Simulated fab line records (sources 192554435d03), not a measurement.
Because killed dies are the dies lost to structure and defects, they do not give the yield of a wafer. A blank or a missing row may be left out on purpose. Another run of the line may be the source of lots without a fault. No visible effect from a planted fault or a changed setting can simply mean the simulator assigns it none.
Split-lot trial :: flow n5-finfet :: 39 wafers read across 7 lots, on a route 1938 steps long

== SPLIT DETAILS ==
At N5_BEOL_M8_DEVELOP_10 (develop time 30 s), the setting develop-time-s was moved away from the recipe's 30 s on 6 of the 39 wafers read, by -48.7% to +40.8%. This setting was run at the recipe's value on the other wafers.

== FROM THE SPLIT TO THE READING: what the file shows between them, 13 steps ==
- N5_BEOL_M8_CD_MEAS_11: target cd 38.5 nm
- N5_BEOL_M8_DESCUM_16: chemistry O2, time 7.9 s
- N5_BEOL_M8_ETCH_61: etches SiARC in CF4, target depth 45.5 nm, time 75.8 s
- N5_BEOL_M8_ETCH_62: etches SOC in N2/H2, target depth 110 nm, overetch 22 nm, time 165 s
- N5_BEOL_M8_STRIP_68: strips in N2/H2
- N5_BEOL_M8_STRIP_67: strips in CF4
- N5_BEOL_M8_HM_OPEN_17: chemistry Cl2/BCl3, target TiN, target depth 20 nm, overetch 6 nm
- N5_BEOL_M8_STRIP_19: strips in O2
- N5_BEOL_M8_CD_MEAS_18: pitch 80 nm, target cd 40 nm
- N5_BEOL_M8_COAT_63: time 60 s, resist thk 60 nm
- N5_BEOL_M8_COAT_64: time 60 s, resist thk 12 nm
- N5_BEOL_M8_PRECLEAN_42: cleans in residue remover, time 60 s
- N5_BEOL_M8_SRD_43: time 30 s

== THE READING ==
At N5_BEOL_M8_CD_MEAS_35: cd-nm in nanometres, against a target cd of 40 nm. A value of 40.0 nm with a standard deviation of 0.46 nm is what fault-free wafers of this fab line usually give.

wafer: L074.1
tool, chamber at the split: litho-track-02, 0
develop-time-s as run, s: 30
against the recipe: recipe
cd-nm, nm: 40.5
against lot-mates on the recipe: -

wafer: L074.2
tool, chamber at the split: litho-track-02, 0
develop-time-s as run, s: 30
against the recipe: recipe
cd-nm, nm: 40.2
against lot-mates on the recipe: -

wafer: L074.5
tool, chamber at the split: litho-track-02, 0
develop-time-s as run, s: 30
against the recipe: recipe
cd-nm, nm: 41.2
against lot-mates on the recipe: -

wafer: L080.1
tool, chamber at the split: litho-track-03, 0
develop-time-s as run, s: 30
against the recipe: recipe
cd-nm, nm: 39.8
against lot-mates on the recipe: -

wafer: L080.2
tool, chamber at the split: litho-track-03, 0
develop-time-s as run, s: 30
against the recipe: recipe
cd-nm, nm: 40.2
against lot-mates on the recipe: -

wafer: L080.3
tool, chamber at the split: litho-track-03, 0
develop-time-s as run, s: 30
against the recipe: recipe
cd-nm, nm: 39.1
against lot-mates on the recipe: -

wafer: L080.4
tool, chamber at the split: litho-track-03, 0
develop-time-s as run, s: 30
against the recipe: recipe
cd-nm, nm: 39.7
against lot-mates on the recipe: -

wafer: L080.5
tool, chamber at the split: litho-track-03, 0
develop-time-s as run, s: 30
against the recipe: recipe
cd-nm, nm: 40.0
against lot-mates on the recipe: -

wafer: L080.6
tool, chamber at the split: litho-track-03, 0
develop-time-s as run, s: 30
against the recipe: recipe
cd-nm, nm: 39.4
against lot-mates on the recipe: -

wafer: L081.1
tool, chamber at the split: litho-track-02, 0
develop-time-s as run, s: 30
against the recipe: recipe
cd-nm, nm: 39.7
against lot-mates on the recipe: -

wafer: L081.2
tool, chamber at the split: litho-track-02, 0
develop-time-s as run, s: 30
against the recipe: recipe
cd-nm, nm: 39.7
against lot-mates on the recipe: -

wafer: L081.3
tool, chamber at the split: litho-track-02, 0
develop-time-s as run, s: 30
against the recipe: recipe
cd-nm, nm: 39.6
against lot-mates on the recipe: -

wafer: L081.4
tool, chamber at the split: litho-track-02, 0
develop-time-s as run, s: 30
against the recipe: recipe
cd-nm, nm: 40.2
against lot-mates on the recipe: -

wafer: L081.5
tool, chamber at the split: litho-track-02, 0
develop-time-s as run, s: 30
against the recipe: recipe
cd-nm, nm: 39.4
against lot-mates on the recipe: -

wafer: L081.6
tool, chamber at the split: litho-track-02, 0
develop-time-s as run, s: 30
against the recipe: recipe
cd-nm, nm: 40.1
against lot-mates on the recipe: -

wafer: L088.1
tool, chamber at the split: litho-track-03, 0
develop-time-s as run, s: 30
against the recipe: recipe
cd-nm, nm: 39.8
against lot-mates on the recipe: -

wafer: L088.2
tool, chamber at the split: litho-track-03, 0
develop-time-s as run, s: 30
against the recipe: recipe
cd-nm, nm: 39.9
against lot-mates on the recipe: -

wafer: L088.3
tool, chamber at the split: litho-track-03, 0
develop-time-s as run, s: 30
against the recipe: recipe
cd-nm, nm: 40.2
against lot-mates on the recipe: -

wafer: L088.4
tool, chamber at the split: litho-track-03, 0
develop-time-s as run, s: 30
against the recipe: recipe
cd-nm, nm: 39.9
against lot-mates on the recipe: -

wafer: L088.5
tool, chamber at the split: litho-track-03, 0
develop-time-s as run, s: 30
against the recipe: recipe
cd-nm, nm: 40.4
against lot-mates on the recipe: -

wafer: L088.6
tool, chamber at the split: litho-track-03, 0
develop-time-s as run, s: 30
against the recipe: recipe
cd-nm, nm: 40.8
against lot-mates on the recipe: -

wafer: L086.1
tool, chamber at the split: litho-track-02, 0
develop-time-s as run, s: 30
against the recipe: recipe
cd-nm, nm: 39.5
against lot-mates on the recipe: -

wafer: L086.2
tool, chamber at the split: litho-track-02, 0
develop-time-s as run, s: 30
against the recipe: recipe
cd-nm, nm: 40.0
against lot-mates on the recipe: -

wafer: L086.3
tool, chamber at the split: litho-track-02, 0
develop-time-s as run, s: 42.25
against the recipe: +40.8%
cd-nm, nm: 40.9
against lot-mates on the recipe: +1.1

wafer: L086.4
tool, chamber at the split: litho-track-02, 0
develop-time-s as run, s: 42.25
against the recipe: +40.8%
cd-nm, nm: 41.5
against lot-mates on the recipe: +1.7

wafer: L086.5
tool, chamber at the split: litho-track-02, 0
develop-time-s as run, s: 42.25
against the recipe: +40.8%
cd-nm, nm: 41.3
against lot-mates on the recipe: +1.5

wafer: L086.6
tool, chamber at the split: litho-track-02, 0
develop-time-s as run, s: 30
against the recipe: recipe
cd-nm, nm: 40.0
against lot-mates on the recipe: -

wafer: L093.1
tool, chamber at the split: litho-track-03, 0
develop-time-s as run, s: 30
against the recipe: recipe
cd-nm, nm: 40.1
against lot-mates on the recipe: -

wafer: L093.2
tool, chamber at the split: litho-track-03, 0
develop-time-s as run, s: 30
against the recipe: recipe
cd-nm, nm: 40.5
against lot-mates on the recipe: -

wafer: L093.3
tool, chamber at the split: litho-track-03, 0
develop-time-s as run, s: 30
against the recipe: recipe
cd-nm, nm: 40.2
against lot-mates on the recipe: -

wafer: L093.4
tool, chamber at the split: litho-track-03, 0
develop-time-s as run, s: 30
against the recipe: recipe
cd-nm, nm: 39.9
against lot-mates on the recipe: -

wafer: L093.5
tool, chamber at the split: litho-track-03, 0
develop-time-s as run, s: 30
against the recipe: recipe
cd-nm, nm: 39.7
against lot-mates on the recipe: -

wafer: L093.6
tool, chamber at the split: litho-track-03, 0
develop-time-s as run, s: 30
against the recipe: recipe
cd-nm, nm: 39.3
against lot-mates on the recipe: -

wafer: L096.1
tool, chamber at the split: litho-track-02, 0
develop-time-s as run, s: 30
against the recipe: recipe
cd-nm, nm: 40.1
against lot-mates on the recipe: -

wafer: L096.2
tool, chamber at the split: litho-track-02, 0
develop-time-s as run, s: 15.39
against the recipe: -48.7%
cd-nm, nm: 37.2
against lot-mates on the recipe: -3.0

wafer: L096.3
tool, chamber at the split: litho-track-02, 0
develop-time-s as run, s: 30
against the recipe: recipe
cd-nm, nm: 40.2
against lot-mates on the recipe: -

wafer: L096.4
tool, chamber at the split: litho-track-02, 0
develop-time-s as run, s: 15.39
against the recipe: -48.7%
cd-nm, nm: 38.0
against lot-mates on the recipe: -2.2

wafer: L096.5
tool, chamber at the split: litho-track-02, 0
develop-time-s as run, s: 15.39
against the recipe: -48.7%
cd-nm, nm: 37.3
against lot-mates on the recipe: -2.9

wafer: L096.6
tool, chamber at the split: litho-track-02, 0
develop-time-s as run, s: 30
against the recipe: recipe
cd-nm, nm: 40.3
against lot-mates on the recipe: -

FIT RESULTS
A straight line over all 39 wafers: cd-nm changes by +0.0425 nm for each +1% of develop-time-s; r = +0.86; the points scatter about the line by 0.45 nm.
The same after taking each lot's own level away (the mean of its wafers on the recipe; 39 wafers): +0.0466 nm for each +1%; r = +0.91; scatter 0.38 nm.
That fit puts the effect of the largest move of develop-time-s on the reading at 2.3 nm.
From 39.70 to 40.63 nm: that is the span of the lots' own levels, equal to 2.0 times the standard deviation above.
The two slopes agree, so the slope changes little with the lot-to-lot level.
Check: -2.16 nm against its lot-mates is what the line predicts for one of the wafers moved furthest among these (-48.7%) when that wafer is left out of the fit. Against them it came out at -3 nm.

== THE WHOLE CHAIN: every reading that the file lists as answering this split, in the file's order ==
step: N5_BEOL_M8_CD_MEAS_11
what it does: target cd 38.5 nm
reading: cd-nm
change (the file's fit): +0.0403 nm for each +1% of the setting
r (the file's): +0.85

step: N5_BEOL_M8_ETCH_61
what it does: etches SiARC in CF4, target depth 45.5 nm, time 75.8 s
reading: BEOL_M8.cd-offset-nm (the simulator's own value, which no gauge read)
change (the file's fit): +0.046 nm for each +1% of the setting
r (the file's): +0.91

step: N5_BEOL_M8_ETCH_62
what it does: etches SOC in N2/H2, target depth 110 nm, overetch 22 nm, time 165 s
reading: BEOL_M8.cd-offset-nm (the simulator's own value, which no gauge read)
change (the file's fit): +0.0483 nm for each +1% of the setting
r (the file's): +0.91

step: N5_BEOL_M8_CD_MEAS_18
what it does: pitch 80 nm, target cd 40 nm
reading: cd-nm
change (the file's fit): +0.0464 nm for each +1% of the setting
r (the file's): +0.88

step: N5_BEOL_M8_CD_MEAS_35
what it does: target cd 40 nm
reading: cd-nm
change (the file's fit): +0.0473 nm for each +1% of the setting
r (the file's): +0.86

== THE FILE'S OWN FIT ==
cd-nm changes by +0.0473 nm for each +1% of develop-time-s, r = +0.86.
